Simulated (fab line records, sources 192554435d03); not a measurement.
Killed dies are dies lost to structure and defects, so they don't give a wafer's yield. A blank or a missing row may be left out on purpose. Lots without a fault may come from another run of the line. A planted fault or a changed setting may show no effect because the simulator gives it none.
Problem report in the 8D (eight disciplines) form, filled by code | flow n5_finfet | the parts of the form that need people (team, actions taken, sign-off) are left out

1. THE PROBLEM
susceptor_temp_C at N5_BEOL_M11_ILD_DEP_00 reads a mean of 296.25 C on 2 wafers of 2 lots; wafers without a fault read 300.02 C with a standard deviation of 0.19. That is -20 standard deviations from the usual mean.
The step: deposits SiCOH lowk from DEMS/porogen, target thk 308.51 nm, time 58 s.
First seen on wafer L896.6, day 13 17:39, on pecvd-04. The record holds 36 wafers of 12 lots with a number at this step. Rule for "out", or "out of limits": more than 4 standard deviations from the usual mean. The other wafers with a number count as sound.

2. WHAT IT IS AND WHAT IT IS NOT
question                    | is                | is not
which readings at this step | susceptor_temp_C  | heater_power_w, showerhead_plenum_p_Torr, throttle_valve_pct
which lots                  | L896, L898        | L887, L888, L889, L892, L900, L902, L903, L905, L908, L909
which wafers of those lots  | L896.6, L898.1    | L896.1, L896.5, L898.2, L898.4
read on which tools         | pecvd-04          | pecvd-01, pecvd-03
when                        | from day 13 17:39 | up to then (17 sound wafers); but 17 sound wafers of L898, L902, L903, L905, L908, L909 came after

3. SUSPECTS, AND WHAT RULES EACH OUT
Counting: a tool at a process step up to the reading stays a suspect if it ran every lot that is out. Sound lots after the first of them don't rule it out here, since some wafers of a struck lot are sound.
- pecvd-04 at N5_BEOL_M11_ILD_DEP_00 (deposits SiCOH lowk from DEMS/porogen, target thk 308.51 nm, time 58 s): kept. It ran every lot that is out, first L896 (day 13 17:39); its last sound lot up to then is L892 (day 11 12:23). Its own readings are out on those wafers: susceptor_temp_C.
- Within pecvd-04 at N5_BEOL_M11_ILD_DEP_00: the wafers that are out ran in chamber 0; their sound lot-mates ran in chambers 1, 2.
Left after counting: pecvd-04 at N5_BEOL_M11_ILD_DEP_00.

4. THE CAUSE (what the simulator had put in)
Process parameter drift: pecvd-04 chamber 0, from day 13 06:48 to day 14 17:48, at N5_BEOL_M11_ILD_DEP_00. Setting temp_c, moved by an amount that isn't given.
Counting left only this tool.

5. THE CHAIN OF EFFECTS, in route order
Each row: a reading whose mean over the struck wafers that have a number lies more than 3 standard deviations from the usual. Only readings for which the record gives a usual standard deviation are gone through. hours: the time from each lot's start at the first step in this table that gives one to its start at this step, as a median over the lots. sigmas: the change in usual standard deviations.
hours | step                   | reading          | usual    | on struck wafers | change | sigmas
0     | N5_BEOL_M11_ILD_DEP_00 | susceptor_temp_C | 300.02 C | 296.25           | -3.77  | -20
The process steps in it:
- N5_BEOL_M11_ILD_DEP_00: deposits SiCOH lowk from DEMS/porogen, target thk 308.51 nm, time 58 s.

6. WHAT WOULD HAVE CAUGHT IT SOONER
In this record the first reading out of limits was taken at day 13 17:39, 11 hours after the fault began at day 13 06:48.
